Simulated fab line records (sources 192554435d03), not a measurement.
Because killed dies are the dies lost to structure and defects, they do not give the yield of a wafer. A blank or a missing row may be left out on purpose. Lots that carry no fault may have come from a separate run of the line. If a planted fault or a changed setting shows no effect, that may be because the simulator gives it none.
Chamber matching | flow n5Finfet | rieDiel-01 running N5_BEOL_M1_ETCH_69: 4 sister chambers
The step etches SiARC in CF4, target depth 15.6 nm, time 26 s. 16 wafers are shown with their chamber, then 8 later ones without.

WAFERS WITH THEIR CHAMBER
wafer  | chamber | showerheadPlenumPTorr (Torr) | oesProductAu (a.u.) | drypumpMotorCurrentA (A)
L080.1 | 3       | 2.10                         | 0.78                | 6.2
L080.4 | 1       | 2.14                         | 0.62                | 5.8
L080.6 | 1       | 2.14                         | 0.63                | 5.8
L082.1 | 3       | 2.10                         | 0.76                | 6.2
L082.4 | 1       | 2.14                         | 0.62                | 5.9
L082.5 | 3       | 2.10                         | 0.76                | 6.3
L083.1 | 1       | 2.13                         | 0.62                | 5.8
L083.2 | 3       | 2.10                         | 0.76                | 6.3
L083.5 | 3       | 2.10                         | 0.77                | 6.2
L085.2 | 0       | 2.21                         | 0.61                | 5.2
L085.4 | 2       | 2.04                         | 0.60                | 6.1
L085.6 | 1       | 2.13                         | 0.62                | 5.8
L086.1 | 2       | 2.03                         | 0.60                | 6.1
L086.2 | 1       | 2.13                         | 0.62                | 5.8
L086.4 | 0       | 2.21                         | 0.61                | 5.2
L089.3 | 1       | 2.13                         | 0.61                | 5.8

SIGNATURES, as means of the wafers listed above
reading               | chamber 0 | chamber 1 | chamber 2 | chamber 3 | scatter within a chamber
showerheadPlenumPTorr | 2.2100    | 2.1343    | 2.0350    | 2.1000    | 0.0043
oesProductAu          | 0.6100    | 0.6200    | 0.6000    | 0.7660    | 0.00658
drypumpMotorCurrentA  | 5.200     | 5.814     | 6.100     | 6.240     | 0.0414
Rule: distance of a wafer from a chamber = root of the sum over the readings of ((wafer's reading minus chamber's mean) / reading's scatter) squared. If the next closest chamber is less than 2 further off than the closest, the wafer can't be placed; otherwise it belongs to the closest. How the scatter is found: for the shown wafers, subtract from each reading the mean of its chamber, square and add these, divide the total by (wafers less chambers), then take the root.

WAFERS WHOSE CHAMBER IS MISSING
wafer  | showerheadPlenumPTorr (Torr) | oesProductAu (a.u.) | drypumpMotorCurrentA (A)
L089.4 | 2.20                         | 0.61                | 5.2
L089.5 | 2.20                         | 0.61                | 5.2
L093.1 | 2.20                         | 0.61                | 5.2
L093.2 | 2.03                         | 0.59                | 6.1
L093.3 | 2.09                         | 0.74                | 6.2
L097.4 | 2.03                         | 0.59                | 6.1
L097.5 | 2.09                         | 0.73                | 6.2
L097.6 | 2.03                         | 0.59                | 6.1

EACH ONE'S CHAMBER
wafer  | from the rows above | in truth
L089.4 | 0                   | 0
L089.5 | 0                   | 0
L093.1 | 0                   | 0
L093.2 | 2                   | 2
L093.3 | 3                   | 3
L097.4 | 2                   | 2
L097.5 | 3                   | 3
L097.6 | 2                   | 2
Placed correctly: 8 of 8. Not placeable from these rows: 0. Wrongly placed: 0.
